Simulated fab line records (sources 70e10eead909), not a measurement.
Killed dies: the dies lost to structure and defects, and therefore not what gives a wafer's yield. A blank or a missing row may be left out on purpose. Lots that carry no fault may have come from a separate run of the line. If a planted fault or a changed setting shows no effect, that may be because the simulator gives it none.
Chamber matching -- flow nandHarc -- rieDiel-10 running NHARC_P_M1_DESCUM_14: 4 sister chambers
The step chemistry O2, time 3 s. 4 wafers are shown with their chamber, then 7 later ones without.

## WAFERS WITH THEIR CHAMBER
wafer,chamber,rfVppV (V)
L089.2,2,56.5
L092.5,3,56.3
L091.1,1,57.8
L091.2,0,59.4

## WAFERS WITHOUT THEIR CHAMBER
wafer,rfVppV (V)
L091.5,56.4
L094.1,59.6
L094.5,57.5
L094.6,57.1
L095.1,57.1
L095.4,56.9
L095.5,57.6

## WHICH CHAMBER EACH WENT THROUGH
wafer,from the rows above,in truth
L091.5,can't be placed: 2 or 3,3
L094.1,0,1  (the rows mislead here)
L094.5,can't be placed: 1 or 2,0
L094.6,can't be placed: 2 or 1 or 3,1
L095.1,can't be placed: 2 or 1 or 3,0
L095.4,can't be placed: 2 or 3 or 1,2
L095.5,1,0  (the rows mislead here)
Placed correctly: 0 of 7. From these rows, 5 cannot be placed; in 3 the true chamber is one of the candidates. 2 placed wrongly.
How it was worked out, from the rows above alone: a wafer's distance from a chamber is the root of the sum, over the readings, of the square of ((its reading less the chamber's mean) divided by the reading's scatter). The wafer belongs to the nearest chamber; if the next one is less than 2 further off, it can't be placed. The mean given for a chamber averages the wafers shown for that chamber. The scatter: with one shown wafer a chamber, the root of the mean of the squares of how far each hidden wafer lies from its nearest shown one.
